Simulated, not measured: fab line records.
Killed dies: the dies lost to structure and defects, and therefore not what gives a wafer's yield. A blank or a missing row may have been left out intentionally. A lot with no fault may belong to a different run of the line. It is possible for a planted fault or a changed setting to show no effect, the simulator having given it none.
Lot-split experiment	flow n5-finfet	21 wafers read across 7 lots, on a route 1938 steps long

## THE SPLIT
At N5_BEOL_M2_TRENCH_ETCH_37 (etches SiOC in C4F6/O2, target depth 55.555 nm, time 29.2 s), the setting time-s was moved away from the recipe's 29.2 s on 9 of the 21 wafers read, by -20.0% to -6.3%. This setting was run at the recipe's value on the other wafers.

## FROM THE SPLIT TO THE READING: what the file shows between them, 14 steps
- N5_BEOL_M2_ETCH_41: etches SiCN in CH3F/O2, target depth 29.9 nm, time 52.5 s
- N5_BEOL_M2_STRIP_97: strips in N2/H2, time 10 s
- N5_BEOL_M2_OCD_MEAS_38
- N5_BEOL_M2_ALD_84: deposits TaN, pulse time 2 s, purge time 3 s, co reactant purge time 2 s (also split here: ald-cycles)
- N5_BEOL_M2_SURFACE_TREAT_85
- N5_BEOL_M2_CVD_47: deposits Co from CCTBA/H2, target thk 3 nm, time 223.8 s
- N5_BEOL_M2_ECD_50: material Cu, target thk 300 nm
- N5_BEOL_M2_ANNEAL_51: time 90 s
- N5_BEOL_M2_CMP_52: polishes, stops on SiOC, t overpolish 6.8 s, target thk 40 nm
- N5_BEOL_M2_THK_MEAS_53: measures by xrf
- N5_BEOL_M2_PRE_CLEAN_60: time 15 s
- N5_BEOL_M2_CO_CAP_55: material Co, precursor CCTBA/H2, target thk 2 nm, time 102.1 s
- N5_BEOL_M2_PRE_CLEAN_56: time 15 s
- N5_BEOL_M2_DEP_57: deposits SiCN from 3MS/NH3, target thk 8 nm, time 14 s

## THE READING
M2_RS, in ohm/sq, at N5_BEOL_M2_RS_MEAS_58 (measures by four-point-probe). Typical for fault-free wafers on this fab line: 0.677 ohm/sq, with standard deviation 0.03 ohm/sq.

wafer	tool, chamber at the split	time-s as run, s	against the recipe	M2_RS, ohm/sq	against lot-mates on the recipe
L078.2	rie-diel-02, 0	29.2	recipe	0.652	-
L078.3	rie-diel-02, 3	24.49	-16.1%	1.001	+0.331
L078.4	rie-diel-02, 1	29.2	recipe	0.687	-
L082.1	rie-diel-02, 3	29.2	recipe	0.677	-
L082.4	rie-diel-02, 0	29.2	recipe	0.614	-
L082.5	rie-diel-02, 1	29.2	recipe	0.655	-
L086.1	rie-diel-02, 3	27.34	-6.4%	0.753	+0.088
L086.3	rie-diel-02, 0	27.34	-6.4%	0.724	+0.059
L086.4	rie-diel-02, 1	29.2	recipe	0.665	-
L085.3	rie-diel-04, 3,2	29.2	recipe	0.626	-
L085.5	rie-diel-04, 1	23.5	-19.5%	1.014	+0.371
L085.6	rie-diel-04, 3,2	29.2	recipe	0.660	-
L094.2	rie-diel-02, 3	29.2	recipe	0.728	-
L094.4	rie-diel-02, 0	23.36	-20.0%	1.019	+0.291
L094.5	rie-diel-02, 2	23.36	-20.0%	0.925	+0.197
L095.1	rie-diel-02, 1	27.35	-6.3%	0.789	+0.066
L095.3	rie-diel-02, 2	27.35	-6.3%	0.810	+0.087
L095.6	rie-diel-02, 2	29.2	recipe	0.723	-
L096.3	rie-diel-05, 0	29.2	recipe	0.676	-
L096.5	rie-diel-05, 3	29.2	recipe	0.671	-
L096.6	rie-diel-05, 2	23.36	-20.0%	1.033	+0.359
When a row names more than one chamber, that row covers several wafers, and the file does not tell which wafer ran in which chamber.

FIT RESULTS
A straight line over all 21 wafers: M2_RS changes by -0.017 ohm/sq for each +1% of time-s; r = -0.96; the points scatter about the line by 0.039 ohm/sq.
The same after taking each lot's own level away (the mean of its wafers on the recipe; 21 wafers): -0.0159 ohm/sq for each +1%; r = -0.95; scatter 0.042 ohm/sq.
According to that fit, moving time-s by its largest amount changes the reading by 0.32 ohm/sq.
The lots' own levels span 0.6430 to 0.7280 ohm/sq, that is 2.8 times the standard deviation above.
So the lot-to-lot level changes the slope little: the two slopes agree.
Check: with one of the wafers moved furthest among these (-20.0%) left out of the fit, the line predicts +0.321 ohm/sq for it against its lot-mates. It came out at +0.291 ohm/sq against them.

## ADDITIONAL SPLITS CARRIED BY THESE WAFERS
These wafers also went through other splits before the reading. Each is held against what the fit with the lots' levels taken away leaves over:
other split on the same wafers	wafers away from the commonest value	r with M2_RS (lot level and that fit taken away)
N5_BEOL_M1_ETCH_64 bias-w	3	-0.36
N5_BEOL_M2_COAT_76 spin-rpm	4	+0.33
N5_BEOL_M2_ETCH_69 bias-w	6	+0.18
N5_BEOL_M2_ALD_84 ald-cycles	8	-0.13

## THE WHOLE CHAIN: every reading that the file lists as answering this split, in the file's order
step	what it does	reading	change (the file's fit)	r (the file's)
N5_BEOL_M2_TRENCH_ETCH_37	etches SiOC in C4F6/O2, target depth 55.555 nm, time 29.2 s	BEOL_M2.feature-depth-nm (the simulator's own value, which no gauge read)	+0.557 nm for each +1% of the setting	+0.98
N5_BEOL_M2_TRENCH_ETCH_37	etches SiOC in C4F6/O2, target depth 55.555 nm, time 29.2 s	etch.depth-nm (the simulator's own value, which no gauge read)	+0.555 nm for each +1% of the setting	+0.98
N5_BEOL_M2_OCD_MEAS_38		trench-depth-nm	+0.539 nm for each +1% of the setting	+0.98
N5_BEOL_M2_CMP_52	polishes, stops on SiOC, t overpolish 6.8 s, target thk 40 nm	Cu_of_BEOL_M2_ECD_50.thk-nm (the simulator's own value, which no gauge read)	+0.534 nm for each +1% of the setting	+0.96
N5_BEOL_M2_THK_MEAS_53	measures by xrf	M2_THK	+0.535 for each +1% of the setting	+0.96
N5_BEOL_M2_RS_MEAS_58	measures by four-point-probe	M2_RS	-0.0168 for each +1% of the setting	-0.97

## THE FILE'S OWN FIT
M2_RS changes by -0.0168 ohm/sq for each +1% of time-s, r = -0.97.
